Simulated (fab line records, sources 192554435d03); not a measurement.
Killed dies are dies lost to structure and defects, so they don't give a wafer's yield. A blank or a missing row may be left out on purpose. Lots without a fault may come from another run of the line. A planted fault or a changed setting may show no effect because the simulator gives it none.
Chamber matching | flow n5_finfet | N5_BEOL_M7_ETCH_72 on rie_diel-01: 4 sister chambers
The step etches underlayer in N2/H2, target depth 6.5 nm, time 5.2 s. 18 wafers are shown with their chamber, then 9 later ones without.

WAFERS WITH THEIR CHAMBER
wafer  | chamber | showerhead_plenum_p_Torr (Torr) | drypump_motor_current_A (A) | throttle_valve_pct (%)
L077.1 | 3       | 2.42                            | 5.9                         | 17.93
L077.2 | 2       | 2.59                            | 5.6                         | 17.63
L077.5 | 1       | 2.54                            | 6.2                         | 17.69
L079.2 | 1       | 2.54                            | 6.2                         | 17.71
L079.4 | 0       | 2.61                            | 6.1                         | 17.60
L079.6 | 3       | 2.42                            | 5.9                         | 17.95
L081.4 | 0       | 2.61                            | 6.1                         | 17.63
L081.5 | 2       | 2.59                            | 5.6                         | 17.64
L081.6 | 1       | 2.54                            | 6.2                         | 17.70
L083.3 | 1       | 2.54                            | 6.2                         | 17.70
L083.4 | 2       | 2.59                            | 5.6                         | 17.64
L083.6 | 2       | 2.59                            | 5.6                         | 17.63
L085.2 | 2       | 2.58                            | 5.5                         | 17.64
L085.3 | 1       | 2.54                            | 6.2                         | 17.72
L085.6 | 0       | 2.61                            | 6.1                         | 17.59
L084.1 | 2       | 2.58                            | 5.6                         | 17.68
L084.3 | 1       | 2.54                            | 6.2                         | 17.70
L084.4 | 3       | 2.41                            | 5.9                         | 17.94

SIGNATURES (means of the wafers above)
reading                  | chamber 0 | chamber 1 | chamber 2 | chamber 3 | scatter within a chamber
showerhead_plenum_p_Torr | 2.6100    | 2.5400    | 2.5867    | 2.4167    | 0.00378
drypump_motor_current_A  | 6.100     | 6.200     | 5.583     | 5.900     | 0.0244
throttle_valve_pct       | 17.6067   | 17.7033   | 17.6433   | 17.9400   | 0.0154
Rule: a wafer's distance from a chamber is the root of the sum, over the readings, of the square of ((its reading less the chamber's mean) divided by the reading's scatter). The wafer belongs to the nearest chamber; if the next one is less than 2 further off, it can't be placed. The scatter: the root of (the sum of the squares of (reading less its chamber's mean) over the shown wafers, divided by (wafers less chambers)).

WAFERS WITHOUT THEIR CHAMBER
wafer  | showerhead_plenum_p_Torr (Torr) | drypump_motor_current_A (A) | throttle_valve_pct (%)
L090.2 | 2.60                            | 6.1                         | 17.63
L090.4 | 2.53                            | 6.2                         | 17.73
L090.6 | 2.41                            | 5.9                         | 17.96
L094.1 | 2.60                            | 6.1                         | 17.63
L094.4 | 2.53                            | 6.2                         | 17.74
L094.6 | 2.58                            | 5.5                         | 17.67
L092.1 | 2.41                            | 5.9                         | 17.97
L092.3 | 2.53                            | 6.2                         | 17.71
L092.4 | 2.58                            | 5.5                         | 17.67

WHICH CHAMBER EACH WENT THROUGH
wafer  | from the rows above | in truth
L090.2 | 0                   | 0
L090.4 | 1                   | 1
L090.6 | 3                   | 3
L094.1 | 0                   | 0
L094.4 | 1                   | 1
L094.6 | 2                   | 2
L092.1 | 3                   | 3
L092.3 | 1                   | 1
L092.4 | 2                   | 2
Placed correctly: 9 of 9. Can't be placed from these rows: 0. Placed wrongly: 0.
